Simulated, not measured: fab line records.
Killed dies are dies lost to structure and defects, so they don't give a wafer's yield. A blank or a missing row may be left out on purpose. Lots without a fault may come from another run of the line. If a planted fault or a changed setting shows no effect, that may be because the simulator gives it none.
A lot that was struck, set against a sound lot	flow nand_harc	17 steps out of a route of 1302
Sound: the wafers L702.1, L702.2, L702.4. Struck: wafers L708.1, L708.5. (L708.2 of the same lot was not struck and is left out.) The cause comes at the end.
Each step with rows lists, per side, the tool, then ch with its chambers, then its first start. Under that, the readings that differ: sound wafers	struck wafers	difference of the means	sigmas: that difference in standard deviations of wafers without a fault.
alike: same words and numbers on both sides, and readings whose means sit less than 2 such deviations apart. not compared: any withheld reading, any reading some wafer has no value for, any bound like >300 that may hide the same value, and any number with overlapping values for which the record gives no deviation.
A row with sigmas, a row that says differs or no value, or rows on one side alone: a step with any of these is where the two part. When numbers do not overlap yet have no deviation, they are printed without sigmas and do not part them. Lack of a reading on every wafer of one side parts them only where that side has two or more wafers.

NHARC_A_SGD_CUT_ETCH_15: etches the open film in CH3F/O2, target depth 75 nm, time 64.3 s.
  sound: rie_diel-12 ch 0,1,2; struck: rie_diel-12 ch 0,1
  alike: drypump_motor_current_A, oes_product_au, rf_vpp_V, showerhead_plenum_p_Torr, throttle_valve_pct
  not compared: rf_hours_counter_h
NHARC_A_SGD_CUT_ETCH_16: etches the open film in C4F8/O2/Ar, target depth 310.5 nm, time 155.2 s.
  sound: rie_diel-12 ch 0,1,2; struck: rie_diel-12 ch 1,2
  alike: oes_product_au, rf_vpp_V
  not compared: rf_hours_counter_h
then, 1 step without rows for these wafers: NHARC_A_SGD_CUT_STRIP_60 (strips in C4F8/O2/Ar).
NHARC_A_SGD_CUT_STRIP_17: strips in O2.
  sound: rie_diel-12 ch 0,1,3; struck: rie_diel-12 ch 3
  alike: drypump_motor_current_A, oes_product_au, rf_vpp_V, showerhead_plenum_p_Torr, throttle_valve_pct
  not compared: rf_hours_counter_h
then, 4 steps without rows for these wafers: NHARC_A_SGD_CUT_PRECLEAN_18 (cleans in SC1); NHARC_A_SGD_CUT_SRD_19; NHARC_A_SGD_CUT_DEP_20 (deposits SiO2, target thk 150 nm); NHARC_A_SGD_CUT_ANNEAL_27 (time 1800 s).
NHARC_A_SGD_CUT_CMP_21: polishes, target thk 148.19 nm.
  sound on cmp-02 ch 0,1,3, day 21 22:19; struck on cmp-03 ch 0, day 23 12:52
  alike: motor_current_A, time_to_endpoint_s
NHARC_A_SGD_CUT_THK_MEAS_22: measures by ellipsometry.
  sound: film_metro-01 at day 21 22:32; struck: film_metro-01 at day 23 13:05
  alike: thk_nm
then, 2 steps without rows for these wafers: NHARC_A_SGD_CUT_SRD_23; NHARC_A_SGD_CUT_ETCH_26 (etches SiO2 in dHF, target depth 45.8 nm).
NHARC_A_SGD_CUT_ETCHBACK_24: etches the open film in CH3F/O2, target depth 50 nm, time 92.857 s.
  sound on rie_diel-12 ch 0,2,3, day 21 22:46; struck on rie_diel-06 ch 2, day 23 13:19
reading	sound	struck	difference	sigmas
oes_product_au (a.u.)	0.94 0.93 0.91	1.00 1.01	+0.08	+2
  alike: drypump_motor_current_A, rf_vpp_V, showerhead_plenum_p_Torr, throttle_valve_pct
  not compared: rf_hours_counter_h
NHARC_A_SGD_CUT_STRIP_28: strips in O2, time 20 s.
  sound: rie_diel-12 ch 0,1,2; struck: rie_diel-06 ch 1,2
  alike: drypump_motor_current_A, oes_product_au, rf_vpp_V, showerhead_plenum_p_Torr, throttle_valve_pct
  not compared: rf_hours_counter_h
NHARC_A_SGD_CUT_INSPECT_25:
  sound: defect_inspect-02 at day 21 23:01; struck: defect_inspect-02 at day 23 13:34
reading	sound	struck	difference	sigmas
raw_defect_count	429 450 448	1783 1681	+1290	+15
then, 1 step without rows for these wafers: NHARC_A_SLIT_DEP_25 (deposits SiO2, target thk 200 nm).
-- record jumps: 5 days between struck wafers' starts before vs after; left off in module A_SLIT, resumes in module END, first step shown is number 1302 of the route --
NHARC_END_SORT_01:
  at this point the record logs the struck wafers (prober-02 ch 0, day 28 10:54) and has no rows for the sound ones

== WHERE THEY PART ==
First at NHARC_A_SGD_CUT_ETCHBACK_24; last, within this record, at NHARC_END_SORT_01.

WHY: the cause the simulator had injected
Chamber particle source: rie_diel-06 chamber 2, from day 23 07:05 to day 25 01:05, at NHARC_A_SGD_CUT_ETCHBACK_24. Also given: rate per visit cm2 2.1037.
